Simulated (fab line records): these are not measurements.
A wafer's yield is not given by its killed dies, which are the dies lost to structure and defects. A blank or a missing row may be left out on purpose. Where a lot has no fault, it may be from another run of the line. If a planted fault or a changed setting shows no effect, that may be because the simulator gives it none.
What tool caused it? -- flow nand_harc -- 7 lots, 21 wafers sampled, at 1 step of a route of 1159

WHAT EACH GAUGE READ, for each wafer
NHARC_A_START_INSPECT_01.
lot,measured,on,raw_defect_count
L597,day 6 18:25,defect_inspect-01,3 6 4
L601,day 7 10:58,defect_inspect-02,7 2 2
L605,day 8 12:48,defect_inspect-02,6 3 6
L607,day 9 02:42,defect_inspect-01,2 0 4
L613,day 10 05:47,defect_inspect-02,4 3 6
L617,day 11 12:07,defect_inspect-01,3 4 4
L620,day 11 22:34,defect_inspect-01,1 4 4

WHICH TOOL RAN EACH LOT (tool, then ch and the chambers of the sampled wafers, then the start)
Before these readings, the record contains no process step.

THE ANSWER, worked out from the rows above alone
Rule: what is usual is taken from the lots themselves. The widest of any qualifying gaps counts: lots, ordered by their means at a reading, are off when they make up no more than a third of the lots, leave a main group of 4 or more, and stand apart from it by 3 or more times the standard deviation of that group's means. A main group is skipped when, at the precision printed for the reading in the tables above, its means are all equal. Also off: a lot with no number at a reading for which 4 or more lots have one. Any other lot the step has rows for is counted as sound.
None of the lots is off at any reading shown; this tells nothing.

WHAT HAD BEEN PUT IN BY THE SIMULATOR
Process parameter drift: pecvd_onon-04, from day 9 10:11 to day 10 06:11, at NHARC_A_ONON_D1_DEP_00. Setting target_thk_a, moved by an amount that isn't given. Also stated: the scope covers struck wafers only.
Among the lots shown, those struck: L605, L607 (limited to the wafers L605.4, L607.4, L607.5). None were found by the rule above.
